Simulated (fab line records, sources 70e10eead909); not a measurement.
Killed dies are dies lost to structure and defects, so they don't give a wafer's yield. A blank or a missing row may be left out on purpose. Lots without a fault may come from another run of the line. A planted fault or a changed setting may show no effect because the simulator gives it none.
A struck lot beside a sound one | flow nand_harc | 14 steps out of a route of 1159
Sound: wafers L675.1, L675.4, L675.5. Struck: wafer L692.6. (L692.5 of the same lot was not struck and is left out.) The cause comes at the end.
At each step with rows: each side's tool, then ch and its chambers, then its first start. Under that, the readings that differ: sound wafers | struck wafers | difference of the means | sigmas: that difference in standard deviations of wafers without a fault.
alike: readings whose means differ by less than 2 such deviations, and words and numbers that are the same on both sides. not compared: withheld readings, readings that some wafer has no value for, bounds like >300 that may hide the same value, and numbers for which the record gives no deviation and whose values overlap.
The two part at a step that has a row with sigmas, a row that says differs or no value, or rows on one side only. Numbers that don't overlap but have no deviation are shown without sigmas and don't part them. A reading that every wafer of one side lacks parts them only if that side has two wafers or more.

first, 7 steps without rows for these wafers: NHARC_A_BLC_COAT_03 (time 65 s); NHARC_A_BLC_COAT_04 (resist thk 90 nm); NHARC_A_BLC_SOFTBAKE_05 (time 55 s); NHARC_A_BLC_EBR_06; NHARC_A_BLC_EXPOSE_07 (exposes mask A BLC, target cd 100 nm); NHARC_A_BLC_PEB_08 (peb time 65 s); NHARC_A_BLC_DEVELOP_09 (develop time 35 s).
NHARC_A_BLC_CD_MEAS_10: target cd 100 nm.
  sound on cd_sem-03 ch 0, day 17 19:04; struck on cd_sem-01 ch 0, day 23 01:37
  alike: cd_nm
NHARC_A_BLC_OVL_MEAS_11:
  sound on overlay-02, day 17 19:10; struck on overlay-02, day 23 01:41
  alike: overlay_x_nm, overlay_y_nm
NHARC_A_BLC_INSPECT_12:
  sound on defect_inspect-01, day 17 19:13; struck on defect_inspect-01, day 23 01:44
  alike: raw_defect_count
NHARC_A_BLC_DESCUM_15: chemistry O2, time 3 s.
  sound on rie_diel-07 ch 0,2, day 17 19:17; struck on rie_diel-07 ch 0, day 23 01:49
  alike: drypump_motor_current_A, mfc_ar_sccm, oes_product_au, rf_vpp_V, showerhead_plenum_p_Torr, throttle_valve_pct
  not compared: rf_hours_counter_h
NHARC_A_BLC_ETCH_16: etches the open film in CF4, target depth 39 nm, time 65 s.
  sound on rie_diel-07 ch 0,1,2, day 17 19:30; struck on rie_diel-07 ch 1, day 23 01:56
  alike: bias_w, drypump_motor_current_A, mfc_ar_sccm, oes_product_au, rf_vpp_V, run_length_s, showerhead_plenum_p_Torr, throttle_valve_pct
  not compared: rf_hours_counter_h
NHARC_A_BLC_ETCH_17: etches the open film in N2/H2, target depth 390 nm, time 609.38 s.
  sound on rie_diel-07 ch 1,2, day 17 19:35; struck on rie_diel-07 ch 2, day 23 02:11
  reading                | sound                | struck | difference | sigmas
  run_length_s (s)       | 629.8 630.7 630.8    | 530.4  | -100.0     | -99 or more
  throttle_valve_pct (%) | 14.157 14.158 14.178 | 14.144 | -0.020     | -2
  alike: drypump_motor_current_A, h2_flow_sccm, mfc_ar_sccm, oes_product_au, rf_vpp_V, showerhead_plenum_p_Torr
  not compared: bias_w, rf_hours_counter_h
NHARC_A_BLC_ETCH_18: etches the open film in C4F8/O2/Ar, target depth 910 nm.
  sound on rie_diel-07 ch 1,2,3; struck on rie_diel-07 ch 2
  alike: bias_w, oes_product_au, rf_vpp_V
  not compared: rf_hours_counter_h

WHERE THEY PART
Only at NHARC_A_BLC_ETCH_17, within this record. Later steps at which nothing parts them and some readings are alike: NHARC_A_BLC_ETCH_18.

WHY: what the simulator had put in
Process parameter drift: rie_diel-07, from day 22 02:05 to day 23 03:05, at NHARC_A_BLC_ETCH_17. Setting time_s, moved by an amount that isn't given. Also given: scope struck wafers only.
